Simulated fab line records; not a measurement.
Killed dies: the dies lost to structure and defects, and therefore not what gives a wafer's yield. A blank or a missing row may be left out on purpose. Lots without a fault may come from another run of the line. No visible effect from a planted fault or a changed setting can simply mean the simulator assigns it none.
Chamber matching + flow n5Finfet + N5_GATE_CUT_CMP_02 on cmp-01: 4 sister chambers
The step polishes, stops on SiO2, t overpolish 12.7 s, target thk 0 nm. 16 wafers are shown with their chamber, then 8 later ones without.

WAFERS PAIRED WITH THEIR CHAMBERS
| wafer  | chamber | motorCurrentA (A) | timeToEndpointS (s) | overpolishRunS (s) |
|--------|---------|-------------------|---------------------|--------------------|
| L074.4 | 2       | 8.5               | 25                  | 12.691             |
| L074.5 | 0       | 8.6               | 19                  | 12.704             |
| L074.6 | 1       | 9.9               | 24                  | 12.703             |
| L078.1 | 3       | 9.7               | 24                  | 12.709             |
| L078.2 | 2       | 8.3               | 25                  | 12.711             |
| L078.4 | 0       | 8.6               | 21                  | 12.702             |
| L079.1 | 2       | 8.6               | 26                  | 12.704             |
| L079.3 | 0       | 8.8               | 21                  | 12.703             |
| L079.4 | 1       | 9.4               | 25                  | 12.692             |
| L081.2 | 2       | 8.0               | 25                  | 12.696             |
| L081.3 | 1       | 9.5               | 21                  | 12.681             |
| L081.6 | 2       | 8.6               | 25                  | 12.712             |
| L085.1 | 2       | 8.7               | 22                  | 12.716             |
| L085.3 | 1       | 9.3               | 19                  | 12.681             |
| L085.5 | 3       | 9.7               | 24                  | 12.686             |
| L093.1 | 0       | 8.5               | 20                  | 12.685             |

SIGNATURES, as means of the wafers listed above
| reading         | chamber 0 | chamber 1 | chamber 2 | chamber 3 | scatter within a chamber |
|-----------------|-----------|-----------|-----------|-----------|--------------------------|
| motorCurrentA   | 8.625     | 9.525     | 8.450     | 9.700     | 0.222                    |
| timeToEndpointS | 20.25     | 22.25     | 24.67     | 24.00     | 1.7                      |
| overpolishRunS  | 12.69850  | 12.68925  | 12.70500  | 12.69750  | 0.0105                   |
Rule: a wafer lies at a distance from a chamber equal to the root of the sum of squares, over the readings, of (its reading less the chamber's mean, divided by the reading's scatter). If the next closest chamber is less than 2 further off than the closest, the wafer can't be placed; otherwise it belongs to the closest. The scatter: take each reading less its chamber's mean, square it, sum over the shown wafers, divide by the number of wafers less the number of chambers, and take the root.

WAFERS WITH NO CHAMBER GIVEN
| wafer  | motorCurrentA (A) | timeToEndpointS (s) | overpolishRunS (s) |
|--------|-------------------|---------------------|--------------------|
| L093.2 | 9.4               | 22                  | 12.718             |
| L093.6 | 9.8               | 23                  | 12.712             |
| L094.3 | 8.3               | 29                  | 12.703             |
| L094.4 | 9.6               | 25                  | 12.715             |
| L094.6 | 8.5               | 21                  | 12.675             |
| L096.1 | 8.3               | 23                  | 12.701             |
| L096.2 | 9.7               | 23                  | 12.699             |
| L096.4 | 8.4               | 20                  | 12.706             |

WHICH CHAMBER EACH WENT THROUGH
| wafer  | from the rows above          | in truth |
|--------|------------------------------|----------|
| L093.2 | can't be placed: 3 or 1 or 0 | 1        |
| L093.6 | can't be placed: 3 or 1      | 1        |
| L094.3 | 2                            | 2        |
| L094.4 | can't be placed: 3 or 1      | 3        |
| L094.6 | can't be placed: 0 or 2      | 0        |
| L096.1 | can't be placed: 2 or 0      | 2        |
| L096.2 | can't be placed: 3 or 1      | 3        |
| L096.4 | can't be placed: 0 or 2      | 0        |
Placed correctly: 1 of 8. From these rows, 7 cannot be placed; in 7 the true chamber is one of the candidates. 0 placed wrongly.
